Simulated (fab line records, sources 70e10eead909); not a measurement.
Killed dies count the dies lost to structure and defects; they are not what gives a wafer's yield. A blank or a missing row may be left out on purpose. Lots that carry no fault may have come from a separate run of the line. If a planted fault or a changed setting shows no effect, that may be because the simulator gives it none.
Which tool is to blame? :: flow nand-harc :: Sampling: 24 lots, 72 wafers, 3 of 1302 route steps

== WHAT EACH GAUGE READ, for each wafer ==
NHARC_A_ONON_D1_THK_MEAS_05: measures by ellipsometry. Usual: thk-nm 998 nm, standard deviation 9.7.
lot: L074
measured: day 7 19:20
on: film-metro-02
thk-nm (nm): 992 992 993
flag: 

lot: L075
measured: day 8 05:30
on: film-metro-02
thk-nm (nm): 993 993 990
flag: 

lot: L076
measured: day 8 18:58
on: film-metro-02
thk-nm (nm): 991 991 991
flag: 

lot: L077
measured: day 8 22:15
on: film-metro-02
thk-nm (nm): 1002 1001 1004
flag: 

lot: L078
measured: day 10 00:11
on: film-metro-01
thk-nm (nm): 995 998 997
flag: 

lot: L079
measured: day 10 00:11
on: film-metro-02
thk-nm (nm): 991 991 991
flag: 

lot: L080
measured: day 10 18:56
on: film-metro-01
thk-nm (nm): 992 991 992
flag: 

lot: L082
measured: day 11 03:10
on: film-metro-01
thk-nm (nm): 1010 1009 1007
flag: 

lot: L081
measured: day 11 03:10
on: film-metro-02
thk-nm (nm): 1006 1006 1004
flag: 

lot: L083
measured: day 11 13:57
on: film-metro-01
thk-nm (nm): 998 999 998
flag: 

lot: L084
measured: day 11 22:22
on: film-metro-02
thk-nm (nm): 995 993 996
flag: 

lot: L086
measured: day 12 12:26
on: film-metro-02
thk-nm (nm): 1010 1012 1012
flag: 

lot: L085
measured: day 12 17:43
on: film-metro-01
thk-nm (nm): 1017 1016 1016
flag: 

lot: L087
measured: day 13 12:06
on: film-metro-01
thk-nm (nm): 1009 1012 1010
flag: 

lot: L089
measured: day 13 20:30
on: film-metro-02
thk-nm (nm): 1008 1005 1007
flag: 

lot: L088
measured: day 13 20:34
on: film-metro-02
thk-nm (nm): 994 997 997
flag: 

lot: L090
measured: day 14 21:28
on: film-metro-01
thk-nm (nm): 997 997 996
flag: 

lot: L091
measured: day 14 21:28
on: film-metro-02
thk-nm (nm): 997 999 998
flag: 

lot: L093
measured: day 15 14:38
on: film-metro-02
thk-nm (nm): 1008 1008 1005
flag: 

lot: L092
measured: day 15 14:38
on: film-metro-01
thk-nm (nm): 989 990 989
flag: 

lot: L095
measured: day 16 09:26
on: film-metro-01
thk-nm (nm): 969 970 970
flag: 

lot: L094
measured: day 16 09:35
on: film-metro-01
thk-nm (nm): 997 997 998
flag: 

lot: L096
measured: day 17 01:57
on: film-metro-01
thk-nm (nm): 992 995 994
flag: 

lot: L097
measured: day 17 15:40
on: film-metro-02
thk-nm (nm): 1010 1010 1009
flag: 

NHARC_A_ONON_D1_THK_MEAS_11: measures by ellipsometry. Usual: thk-nm 998 nm, standard deviation 11.
lot: L074
measured: day 7 20:29
on: film-metro-02
thk-nm (nm): 1002 1002 1001
flag: 

lot: L075
measured: day 8 06:38
on: film-metro-01
thk-nm (nm): 1013 1013 1013
flag: 

lot: L076
measured: day 8 20:07
on: film-metro-01
thk-nm (nm): 1014 1014 1016
flag: 

lot: L077
measured: day 8 23:23
on: film-metro-02
thk-nm (nm): 1005 1003 1003
flag: 

lot: L078
measured: day 10 01:20
on: film-metro-02
thk-nm (nm): 1007 1006 1007
flag: 

lot: L079
measured: day 10 01:19
on: film-metro-01
thk-nm (nm): 996 999 997
flag: 

lot: L080
measured: day 10 20:04
on: film-metro-01
thk-nm (nm): 1003 1002 1004
flag: 

lot: L082
measured: day 11 04:17
on: film-metro-01
thk-nm (nm): 997 996 1000
flag: 

lot: L081
measured: day 11 04:18
on: film-metro-02
thk-nm (nm): 997 996 998
flag: 

lot: L083
measured: day 11 15:04
on: film-metro-02
thk-nm (nm): 992 993 992
flag: 

lot: L084
measured: day 11 23:29
on: film-metro-02
thk-nm (nm): 995 996 997
flag: 

lot: L086
measured: day 12 13:35
on: film-metro-01
thk-nm (nm): 982 983 984
flag: 

lot: L085
measured: day 12 18:50
on: film-metro-01
thk-nm (nm): 1012 1012 1010
flag: 

lot: L087
measured: day 13 13:14
on: film-metro-02
thk-nm (nm): 988 989 989
flag: 

lot: L089
measured: day 13 21:38
on: film-metro-01
thk-nm (nm): 985 987 985
flag: 

lot: L088
measured: day 13 21:43
on: film-metro-02
thk-nm (nm): 974 975 975
flag: 

lot: L090
measured: day 14 22:37
on: film-metro-02
thk-nm (nm): 1009 1008 1009
flag: 

lot: L091
measured: day 14 22:36
on: film-metro-02
thk-nm (nm): 1001 1002 1000
flag: 

lot: L093
measured: day 15 15:46
on: film-metro-01
thk-nm (nm): 1009 1008 1010
flag: 

lot: L092
measured: day 15 15:46
on: film-metro-02
thk-nm (nm): 974 974 973
flag: 

lot: L095
measured: day 16 10:35
on: film-metro-02
thk-nm (nm): 999 1000 1000
flag: 

lot: L094
measured: day 16 10:56
on: film-metro-02
thk-nm (nm): 1002 1004 1003
flag: 

lot: L096
measured: day 17 03:05
on: film-metro-01
thk-nm (nm): 1004 1009 1006
flag: 

lot: L097
measured: day 17 16:48
on: film-metro-02
thk-nm (nm): 986 987 987
flag: 

NHARC_A_CHANNEL_HOLE_D1_INSPECT_12. Usual: raw-defect-count 5, standard deviation 3.1.
lot: L074
measured: day 8 13:53
on: defect-inspect-02
raw-defect-count: 10 7 16
flag: 

lot: L075
measured: day 8 20:44
on: defect-inspect-01
raw-defect-count: 3 2 5
flag: 

lot: L076
measured: day 9 10:31
on: defect-inspect-02
raw-defect-count: 2 11 6
flag: 

lot: L077
measured: day 9 11:12
on: defect-inspect-02
raw-defect-count: 4 9 4
flag: 

lot: L078
measured: day 10 19:13
on: defect-inspect-02
raw-defect-count: 0 2 6
flag: 

lot: L079
measured: day 10 18:58
on: defect-inspect-02
raw-defect-count: 5 9 13
flag: 

lot: L080
measured: day 11 15:45
on: defect-inspect-01
raw-defect-count: 2 1 3
flag: 

lot: L082
measured: day 11 21:47
on: defect-inspect-02
raw-defect-count: 4 7 4
flag: 

lot: L081
measured: day 11 22:14
on: defect-inspect-02
raw-defect-count: 4 3 4
flag: 

lot: L083
measured: day 12 06:09
on: defect-inspect-02
raw-defect-count: 4 7 3
flag: 

lot: L084
measured: day 12 13:22
on: defect-inspect-02
raw-defect-count: 7 8 3
flag: 

lot: L086
measured: day 13 03:32
on: defect-inspect-02
raw-defect-count: 3 3 2
flag: 

lot: L085
measured: day 13 08:44
on: defect-inspect-02
raw-defect-count: 1 3 5
flag: 

lot: L087
measured: day 14 04:39
on: defect-inspect-02
raw-defect-count: 3 1 4
flag: 

lot: L089
measured: day 14 11:35
on: defect-inspect-02
raw-defect-count: 7 14 8
flag: 

lot: L088
measured: day 14 11:51
on: defect-inspect-02
raw-defect-count: 3 4 4
flag: 

lot: L090
measured: day 15 17:14
on: defect-inspect-01
raw-defect-count: 4 1 4
flag: 

lot: L091
measured: day 15 15:58
on: defect-inspect-02
raw-defect-count: 5 5 3
flag: 

lot: L093
measured: day 16 07:57
on: defect-inspect-02
raw-defect-count: 2 4 6
flag: 

lot: L092
measured: day 16 08:15
on: defect-inspect-02
raw-defect-count: 9 6 7
flag: 

lot: L095
measured: day 17 07:04
on: defect-inspect-02
raw-defect-count: 4 4 2
flag: 

lot: L094
measured: day 17 05:10
on: defect-inspect-01
raw-defect-count: 5 4 3
flag: 

lot: L096
measured: day 17 19:08
on: defect-inspect-02
raw-defect-count: 6 10 3
flag: 

lot: L097
measured: day 18 06:37
on: defect-inspect-02
raw-defect-count: 9 6 6
flag: 

== WHICH TOOL RAN EACH LOT (tool, then ch and the chambers of the sampled wafers, then the start) ==
No process step before these readings appears in the record.

== WHAT THE TOOLS THEMSELVES READ (means of the sampled wafers that have a number; where no wafer has one, the mark that the record gives instead) ==
The record holds no such reading with a usual standard deviation.

== THE ANSWER, worked out from the rows above alone ==
Rule: a lot counts as off when the mean over its wafers that have a number is more than 3 standard deviations away from the usual mean. A lot without any number at a reading at which 4 lots or more have one is off too. Where the step has rows for the other lots, those lots are counted as sound. After the gauges, taken in route order, come the tools' own readings; for these a lot's mean is taken, as printed above. The first step at which some lot is off is used, and at that step the reading that is off furthest; a lot without a number counts as furthest.
Across all readings shown, no lot is off: no conclusion can be drawn from this.

== WHAT THE SIMULATOR HAD INSERTED ==
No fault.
